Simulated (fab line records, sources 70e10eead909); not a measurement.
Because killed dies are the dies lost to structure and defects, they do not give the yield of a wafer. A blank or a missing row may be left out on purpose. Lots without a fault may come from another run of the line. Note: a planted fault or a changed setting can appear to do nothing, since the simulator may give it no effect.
fab line records    flow nand-harc
record lots=6  wafers=18  last-day=32
route steps=1302 shown P_M1@297
lots untouched by any fault: they come from a run of this same line in which no faults occurred
start-h: the number of hours between the record's first day and the start of the first shown wafer of the lot    wait-h: hours since the lot's step before    " same as the row above    L1.1+2: one row covering several wafers at once    - value missing, or start not given    * or withheld: withheld    < > ~ a bound
route shown NAME@n: names a module that has steps shown in the file, with the first one's number in the route    usual: mean and standard deviation over wafers with no fault    same: alike in all rows    chamber/n: place in a boat    sites: readings site by site    _std_site: standard deviation across them    _edge_site: the outer-site mean with the inner-site mean subtracted    radius-mm: how far each site lies from the wafer's centre    mask NAME#n: copy n    behind: the last tool/chamber to shape the wafer    hold: why the lot went on hold/how many hours it stayed there/how the hold came to an end    device: the transistor (n, p or np) that didn't switch    end of line: at the end of the route, the tests of the same wafers    step lacking rows: just its recipe    killed: the dies lost at the first sort to structure and to defects; this is not the yield of the wafer    map: dies across one wafer; x = killed, . = not, _ = none there
set.NAME: the setting as run; set.NAME@STEP: as run at that earlier step    model.NAME: the simulator's own value behind a step, which no gauge read
lots at selected steps of the route; one table per step, one row per wafer
services: the hour from which a tool's chamber was out of use, counted from the record's first day as start-h (under 0 if before that day), plus the number of hours and why
## steps
# step NHARC_P_M1_INSPECT_11
# usual raw-defect-count=4.8/2.8
lot.wafer  tool               chamber  start-h  wait-h  raw-defect-count
L138.2     defect-inspect-01  -        141.50   0.0     4
L138.3     "                  -        "        "       1
L138.6     "                  -        "        "       7
L139.2     defect-inspect-02  -        149.56   0.0     3
L139.4     "                  -        "        "       4
L139.6     "                  -        "        "       1
L149.1     defect-inspect-01  -        247.39   0.0     11
L149.3     "                  -        "        "       11
L149.5     "                  -        "        "       6
L151.1     defect-inspect-01  -        272.01   0.0     2
L151.4     "                  -        "        "       5
L151.6     "                  -        "        "       2
L153.1     defect-inspect-02  -        295.54   0.0     6
L153.4     "                  -        "        "       1
L153.5     "                  -        "        "       1
L158.4     defect-inspect-02  -        334.80   0.0     3
L158.5     "                  -        "        "       6
L158.6     "                  -        "        "       4
# step NHARC_P_M1_DESCUM_14
# recipe time-s=3  o2-flow-sccm=200  ar-flow-sccm=0  bias-power-w=0  chemistry=O2
# step NHARC_P_M1_ETCH_35
# recipe target-depth-a=400  overetch-a=120  time-s=43.94  ion-energy-ev=200  n2-flow-sccm=150  h2-flow-sccm=150  ar-flow-sccm=0  rf-w=400  bias-w=150  chemistry=N2/H2
# step NHARC_P_M1_ETCH_15
# recipe target-depth-a=1825  time-s=91.2  c4f8-flow-sccm=withheld  ar-flow-sccm=400  rf-w=600  bias-w=300  chemistry=C4F8/Ar
# usual oes-product-au=0.955/0.018  rf-vpp-V=440/3.3
lot.wafer  tool         chamber  start-h  wait-h  oes-product-au  rf-hours-counter-h  rf-vpp-V
L138.2     rie-diel-01  0        -        -       0.956           9                   435
L138.3     "            1        "        "       0.950           11                  443
L138.6     "            0        "        "       0.961           -                   437
L139.4     rie-diel-12  2        -        -       0.955           14                  440
L139.2     "            3        "        "       0.972           14                  443
L139.6     "            2        "        "       0.952           -                   443
L149.3     rie-diel-11  2        -        -       0.957           11                  445
L149.1     "            3        "        "       0.949           10                  440
L149.5     "            2        "        "       0.944           -                   446
L151.1     rie-diel-01  3        -        -       0.964           4                   439
L151.4     "            2        "        "       0.982           5                   438
L151.6     "            3        "        "       0.972           -                   438
L153.1     rie-diel-11  2        -        -       0.954           2                   445
L153.4     "            0        "        "       0.946           2                   437
L153.5     "            3        "        "       0.939           -                   438
L158.4     rie-diel-11  0        -        -       0.964           5                   437
L158.5     "            0        "        "       0.968           -                   438
L158.6     "            1        "        "       0.950           -                   443
# step NHARC_P_M1_CD_MEAS_16
# usual cd-nm=130.1/0.7
lot.wafer  tool       chamber  start-h  wait-h  cd-nm
L138.2     cd-sem-03  -        141.87   -       130.9
L138.3     "          -        "        "       130.0
L138.6     "          -        "        "       130.5
L139.2     cd-sem-03  -        149.93   -       131.2
L139.4     "          -        "        "       129.1
L139.6     "          -        "        "       129.2
L149.1     cd-sem-01  -        247.80   -       129.0
L149.3     "          -        "        "       129.4
L149.5     "          -        "        "       129.5
L151.1     cd-sem-01  -        272.38   -       129.2
L151.4     "          -        "        "       130.5
L151.6     "          -        "        "       130.2
L153.1     cd-sem-02  -        295.90   -       130.5
L153.4     "          -        "        "       129.7
L153.5     "          -        "        "       129.2
L158.4     cd-sem-02  -        335.18   -       130.4
L158.5     "          -        "        "       130.8
L158.6     "          -        "        "       129.7
# step NHARC_P_M1_STRIP_18
# recipe power-w=1000  n2-flow-sccm=150  h2-flow-sccm=150  ar-flow-sccm=0  bias-w=0  chemistry=N2/H2
# step NHARC_P_M1_ETCH_28
# recipe target-depth-a=300  over-etch-frac=0.3  time-s=72.99  ion-energy-ev=150  cf4-flow-sccm=50  n2-flow-sccm=100  ar-flow-sccm=150  rf-w=300  bias-w=100  chemistry=CF4/N2
# step NHARC_P_M1_STRIP_19
# recipe time-s=600  temp-c=30  chemistry=post-etch-residue-remover
# step NHARC_P_M1_DEGAS_29
# recipe temp-c=250  time-s=60
# usual heater-power-w=339/27
lot.wafer  tool            chamber  start-h  wait-h  heater-power-w
L138.3     pvd-sputter-01  -        142.57   -       338
L138.2     "               -        "        "       342
L138.6     "               -        "        "       338
L139.4     pvd-sputter-02  -        150.64   -       316
L139.2     "               -        "        "       327
L139.6     "               -        "        "       327
L149.1     pvd-sputter-03  -        248.58   -       315
L149.3     "               -        "        "       340
L149.5     "               -        "        "       361
L151.1     pvd-sputter-02  -        273.09   -       325
L151.4     "               -        "        "       323
L151.6     "               -        "        "       382
L153.4     pvd-sputter-01  -        296.62   -       384
L153.1     "               -        "        "       316
L153.5     "               -        "        "       328
L158.4     pvd-sputter-01  -        335.89   -       392
L158.6     "               -        "        "       308
L158.5     "               -        "        "       399
# step NHARC_P_M1_PRE_CLEAN_30
# recipe time-s=30  temp-c=280  gas=H2/He
# usual heater-power-w=414/32
lot.wafer  tool            chamber  start-h  wait-h  heater-power-w
L138.2     pvd-sputter-01  -        -        -       410
L138.3     "               -        "        "       412
L138.6     "               -        "        "       395
L139.4     pvd-sputter-02  -        -        -       350
L139.2     "               -        "        "       391
L139.6     "               -        "        "       464
L149.1     pvd-sputter-03  -        -        -       423
L149.3     "               -        "        "       389
L149.5     "               -        "        "       417
L151.4     pvd-sputter-02  -        -        -       347
L151.1     "               -        "        "       389
L151.6     "               -        "        "       338
L153.1     pvd-sputter-01  -        -        -       400
L153.4     "               -        "        "       398
L153.5     "               -        "        "       403
L158.4     pvd-sputter-01  -        -        -       406
L158.6     "               -        "        "       397
L158.5     "               -        "        "       395
# step NHARC_P_M1_PVD_20
# recipe target-thk-a=50  bias-v=168.6  power-w=15000  chamber-pressure-pa=0.12  time-s=8.06  substrate-temp-c=50  material=TaN
# usual throttle-valve-pct=29.8/0.9
lot.wafer  tool            chamber  start-h  wait-h  throttle-valve-pct
L138.3     pvd-sputter-01  -        -        -       29.5
L138.2     "               -        "        "       29.4
L138.6     "               -        "        "       30.5
L139.2     pvd-sputter-02  -        -        -       29.0
L139.4     "               -        "        "       31.8
L139.6     "               -        "        "       30.2
L149.1     pvd-sputter-03  -        -        -       30.0
L149.3     "               -        "        "       28.8
L149.5     "               -        "        "       30.3
L151.4     pvd-sputter-02  -        -        -       31.9
L151.1     "               -        "        "       30.1
L151.6     "               -        "        "       30.4
L153.1     pvd-sputter-01  -        -        -       30.2
L153.4     "               -        "        "       30.9
L153.5     "               -        "        "       30.3
L158.4     pvd-sputter-01  -        -        -       31.1
L158.5     "               -        "        "       29.9
L158.6     "               -        "        "       30.7
# step NHARC_P_M1_PVD_21
# recipe target-thk-a=300  chamber-pressure-pa=5  power-w=5000  substrate-temp-c=30  time-s=20.49  material=Cu
# step NHARC_P_M1_ECD_22
# recipe target-thk-a=4000  bath-temp-c=25  material=Cu
lot.wafer   tool       chamber  start-h  wait-h
L138.2+3+6  ecd-cu-01  0,1,0    142.98   -
L139.2+4+6  ecd-cu-02  1        151.05   -
L149.1+3+5  ecd-cu-01  0        252.05   -
L151.1+4+6  ecd-cu-01  0,1,1    273.50   -
L153.1+4+5  ecd-cu-02  0        296.98   -
L158.4+5+6  ecd-cu-02  1,1,0    336.34   -
# step NHARC_P_M1_ANNEAL_31
# recipe temp-c=225  time-s=90
# usual wafer_temp_C_max=226.0/0.52
lot.wafer  tool           chamber  start-h  wait-h  wafer_temp_C_max
L138.2     rtp-anneal-02  0        143.39   -       226.8
L138.3     "              0        "        "       226.1
L138.6     "              0        "        "       226.6
L139.2     rtp-anneal-01  0        151.43   0.3     225.4
L139.4     "              0        "        "       225.4
L139.6     "              0        "        "       225.4
L149.1     rtp-anneal-01  0        252.38   0.3     225.7
L149.3     "              0        "        "       225.5
L149.5     "              0        "        "       225.5
L151.1     rtp-anneal-01  0        273.82   -       225.8
L151.4     "              0        "        "       225.5
L151.6     "              0        "        "       225.6
L153.1     rtp-anneal-01  0        297.36   0.3     226.1
L153.4     "              0        "        "       226.0
L153.5     "              0        "        "       225.6
L158.4     rtp-anneal-01  0        336.83   -       225.5
L158.5     "              0        "        "       225.5
L158.6     "              0        "        "       225.6
# step NHARC_P_M1_CMP_23
# recipe t-overpolish-s=20  target-thk-nm=157.82
# usual motor-current-A=12.0/1.2  time-to-endpoint-s=28.1/2.8
lot.wafer  tool    chamber  start-h  wait-h  motor-current-A  time-to-endpoint-s
L138.2     cmp-02  0        143.69   -       10.3             25.8
L138.3     "       3        "        "       12.1             21.6
L138.6     "       0        "        "       10.8             25.6
L139.4     cmp-02  2        151.76   -       13.6             28.3
L139.2     "       0        "        "       10.8             27.9
L139.6     "       1        "        "       12.8             28.9
L149.1     cmp-02  2        252.72   -       13.3             15.0
L149.3     "       3        "        "       12.3             13.3
L149.5     "       3        "        "       12.4             12.8
L151.4     cmp-03  0        274.20   -       11.0             24.7
L151.1     "       1        "        "       11.1             16.6
L151.6     "       3        "        "       11.4             26.1
L153.1     cmp-04  2        297.70   -       14.7             30.5
L153.4     "       1        "        "       11.7             32.1
L153.5     "       2        "        "       14.3             29.1
L158.4     cmp-02  2        337.10   -       13.9             27.2
L158.6     "       3        "        "       12.8             25.8
L158.5     "       0        "        "       10.4             29.7
# step NHARC_P_M1_THK_MEAS_24
# recipe thk-meas-gauge=xrf
# usual thk-nm=157.3/1.4
lot.wafer  tool           chamber  start-h  wait-h  thk-nm
L138.2     film-metro-01  -        144.00   -       157.4
L138.3     "              -        "        "       157.6
L138.6     "              -        "        "       156.8
L139.2     film-metro-01  -        152.04   -       157.0
L139.4     "              -        "        "       158.8
L139.6     "              -        "        "       154.4
L149.1     film-metro-01  -        253.04   -       158.3
L149.3     "              -        "        "       158.5
L149.5     "              -        "        "       157.4
L151.1     film-metro-02  -        274.49   -       156.2
L151.4     "              -        "        "       154.5
L151.6     "              -        "        "       157.1
L153.1     film-metro-01  -        298.02   -       157.5
L153.4     "              -        "        "       157.2
L153.5     "              -        "        "       157.9
L158.4     film-metro-02  -        337.33   -       159.1
L158.5     "              -        "        "       159.9
L158.6     "              -        "        "       157.1
## services
tool            chamber  start-h  hours  kind
cmp-02          -        127.17   2.5    repair
cmp-02          -        134.50   4.0    pm
rie-diel-01     2        159.36   3.1    repair
ecd-cu-01       -        160.13   8.0    pm
pvd-sputter-03  -        169.21   6.8    repair
pvd-sputter-03  -        176.05   10.0   pm
ecd-cu-02       -        181.49   1.7    repair
rie-diel-01     -        204.12   9.0    pm
ecd-cu-02       -        205.08   1.3    repair
rie-diel-11     0        220.09   4.3    repair
pvd-sputter-01  -        227.23   10.0   pm
cmp-02          -        232.50   4.0    pm
ecd-cu-02       -        244.12   8.0    pm
ecd-cu-01       -        246.78   4.9    repair
rie-diel-11     1        247.35   3.8    repair
rie-diel-11     -        255.50   9.0    pm
cmp-02          -        267.31   3.3    repair
pvd-sputter-02  -        282.80   10.0   pm
rie-diel-11     2        299.81   7.4    repair
ecd-cu-02       -        303.62   1.8    repair
rie-diel-11     1        306.47   6.0    repair
pvd-sputter-03  -        313.90   0.7    repair
cmp-02          -        330.50   4.0    pm
ecd-cu-01       -        336.13   8.0    pm
## key
first-sign step=NHARC_P_M1_CMP_23  reading=time-to-endpoint-s  direction=down  sigmas=4.9  usual=*  struck=*
effect none on later readings
met-at NHARC_P_M1_ECD_22
struck-wafers L149.1,L149.3,L149.5,L151.1
sort-left-out L149.1,L149.3,L149.5,L151.1
onset-between 142.98 252.05
fault kind=process-parameter-drift  tool=ecd-cu-01  chamber=0  onset-h=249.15  steps=NHARC_P_M1_ECD_22  channel=target-thk-a  offset=*  shape=step  end-h=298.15  acts-in=*  stated=*
# sort-left-out: the simulated sort isn't trusted on such a fault, so these wafers' sort isn't shown, and their yield isn't known
